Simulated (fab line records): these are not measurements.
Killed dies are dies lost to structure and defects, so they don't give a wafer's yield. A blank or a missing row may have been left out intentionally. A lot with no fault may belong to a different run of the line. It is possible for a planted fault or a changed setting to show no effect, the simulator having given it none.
8D (eight disciplines) problem report, filled in by code    flow n5_finfet    the parts of the form that need people (team, actions taken, sign-off) are left out

1. WHAT WENT WRONG
Mean of oes_product_au at N5_DUMMY_GATE_ETCH_23: 1.297 a.u. across 2 wafers in 2 lots; on wafers with no fault it is 1.001 a.u. (standard deviation 0.016). Measured from the usual mean, that is +19 standard deviations.
The step: etches poly-Si in HBr/Cl2/O2, target depth 41 nm, time 22.3 s.
First seen on wafer L627.6, day 6 03:49, on rie_si-03. At this step, 27 wafers from 9 lots have a number in the record. Rule for "out", or "out of limits": more than 4 standard deviations from the usual mean. Any other wafer with a number is counted as sound.

2. WHAT IT IS AND WHAT IT IS NOT
question                     is                is not
which readings at this step  oes_product_au    drypump_motor_current_A, he_backside_leak_sccm, throttle_valve_pct
which lots                   L627, L629        L617, L619, L621, L625, L628, L634, L635
which wafers of those lots   L627.6, L629.6    L627.3, L627.4, L629.2, L629.3
read on which tools          rie_si-03         rie_si-01, rie_si-02
when                         from day 6 03:49  up to then (14 sound wafers); but 11 sound wafers of L628, L629, L634, L635 came after

3. THE SUSPECTS, EACH WITH WHAT RULES IT OUT
Counting: if a tool at a process step up to the reading ran every lot that is out, it stays a suspect. Sound lots after the first of them don't rule it out here, since some wafers of a struck lot are sound.
- rie_diel-06 at N5_DUMMY_GATE_ETCH_37 (etches SOC in N2/H2, target depth 60 nm, overetch 30 nm): kept. It ran every lot that is out, first L627 (day 6 03:09).
- rie_si-03 at N5_DUMMY_GATE_ETCH_32 (etches SiO2 in CF4, target depth 3.5 nm, time 3.9 s): kept. It ran every lot that is out, first L627 (day 6 03:47); its last sound lot up to then is L625 (day 5 09:08).
- rie_si-03 at N5_DUMMY_GATE_ETCH_23 (etches poly-Si in HBr/Cl2/O2, target depth 41 nm, time 22.3 s): kept. It ran every lot that is out, first L627 (day 6 03:49); its last sound lot up to then is L625 (day 5 09:10). Its own readings are out on those wafers: oes_product_au.
- Within rie_si-03 at N5_DUMMY_GATE_ETCH_32: the wafers that are out ran in chamber 2; their sound lot-mates ran in chambers 0, 1.
- Within rie_si-03 at N5_DUMMY_GATE_ETCH_23: the wafers that are out ran in chamber 2; their sound lot-mates ran in chambers 0, 1.
rie_diel-06 at N5_DUMMY_GATE_ETCH_37, rie_si-03 at N5_DUMMY_GATE_ETCH_32 and rie_si-03 at N5_DUMMY_GATE_ETCH_23 are what is left after counting.

4. THE CAUSE (what the simulator had put in)
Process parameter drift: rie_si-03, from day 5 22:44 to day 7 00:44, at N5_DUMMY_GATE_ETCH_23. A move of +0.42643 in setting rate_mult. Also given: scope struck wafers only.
Counting leaves 3 suspects; this tool is one of them.

5. SEQUENCE OF EFFECTS, ordered by route
Each row: a reading whose mean over the struck wafers that have a number lies more than 3 standard deviations from the usual. Only readings for which the record gives a usual standard deviation are gone through. hours: the time from each lot's start at the first step in this table that gives one to its start at this step, as a median over the lots. sigmas: the change in usual standard deviations.
hours  step                   reading         usual       on struck wafers  change  sigmas
0      N5_DUMMY_GATE_ETCH_23  oes_product_au  1.001 a.u.  1.297             +0.296  +19
The process steps in it:
- N5_DUMMY_GATE_ETCH_23: etches poly-Si in HBr/Cl2/O2, target depth 41 nm, time 22.3 s.
Later steps that measure or inspect, where all struck wafers having a row at the step show a number for every such reading and not one has moved that far: N5_BEOL_M4_RC_MEAS_101.

6. WHAT WOULD HAVE CAUGHT IT SOONER
In this record the first reading out of limits was taken at day 6 03:49, 5 hours after the fault began at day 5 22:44.
